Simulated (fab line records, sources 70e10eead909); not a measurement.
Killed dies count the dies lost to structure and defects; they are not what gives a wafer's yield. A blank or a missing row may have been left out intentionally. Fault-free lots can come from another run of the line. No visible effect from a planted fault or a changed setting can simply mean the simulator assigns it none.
Matching of chambers :: flow nandHarc :: NHARC_P_M0_CMP_23 on cmp-03 has 4 sister chambers
The step polishes, t overpolish 20 s, target thk 117.54 nm. 8 wafers are shown with their chamber, then 7 later ones without.

## EACH WAFER AND ITS CHAMBER
wafer: L160.6
chamber: 1
motorCurrentA (A): 11.9
timeToEndpointS (s): 26

wafer: L162.2
chamber: 1
motorCurrentA (A): 10.8
timeToEndpointS (s): 27

wafer: L163.1
chamber: 0
motorCurrentA (A): 10.6
timeToEndpointS (s): 30

wafer: L167.2
chamber: 2
motorCurrentA (A): 11.4
timeToEndpointS (s): 25

wafer: L167.3
chamber: 3
motorCurrentA (A): 13.2
timeToEndpointS (s): 30

wafer: L167.5
chamber: 0
motorCurrentA (A): 11.2
timeToEndpointS (s): 32

wafer: L168.3
chamber: 3
motorCurrentA (A): 12.8
timeToEndpointS (s): 30

wafer: L168.4
chamber: 2
motorCurrentA (A): 10.9
timeToEndpointS (s): 29

## WAFERS WITH NO CHAMBER GIVEN
wafer: L168.6
motorCurrentA (A): 11.5
timeToEndpointS (s): 25

wafer: L169.2
motorCurrentA (A): 11.9
timeToEndpointS (s): 28

wafer: L169.3
motorCurrentA (A): 10.8
timeToEndpointS (s): 31

wafer: L169.5
motorCurrentA (A): 11.9
timeToEndpointS (s): 29

wafer: L180.1
motorCurrentA (A): 10.5
timeToEndpointS (s): 29

wafer: L180.2
motorCurrentA (A): 11.6
timeToEndpointS (s): 24

wafer: L180.4
motorCurrentA (A): 13.5
timeToEndpointS (s): 27

## WHICH CHAMBER EACH ONE RAN IN
wafer: L168.6
from the rows above: can't be placed: 1 or 2
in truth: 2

wafer: L169.2
from the rows above: can't be placed: 1 or 2 or 3 or 0
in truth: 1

wafer: L169.3
from the rows above: 0
in truth: 0

wafer: L169.5
from the rows above: can't be placed: 1 or 2 or 3 or 0
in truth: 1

wafer: L180.1
from the rows above: can't be placed: 0 or 2 or 1
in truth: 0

wafer: L180.2
from the rows above: can't be placed: 1 or 2
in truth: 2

wafer: L180.4
from the rows above: 3
in truth: 3
Correct placement for 2 of the 7. Unplaceable from these rows: 5, with the true chamber sitting among the candidates in 5. Placed wrongly: 0.
How it was worked out, from the rows above alone: a wafer's distance from a chamber is the root of the sum, over the readings, of the square of ((its reading less the chamber's mean) divided by the reading's scatter). If the next closest chamber is less than 2 further off than the closest, the wafer can't be placed; otherwise it belongs to the closest. For every chamber, the mean is computed from those of its wafers that are shown. How the scatter is found: for the shown wafers, subtract from each reading the mean of its chamber, square and add these, divide the total by (wafers less chambers), then take the root.
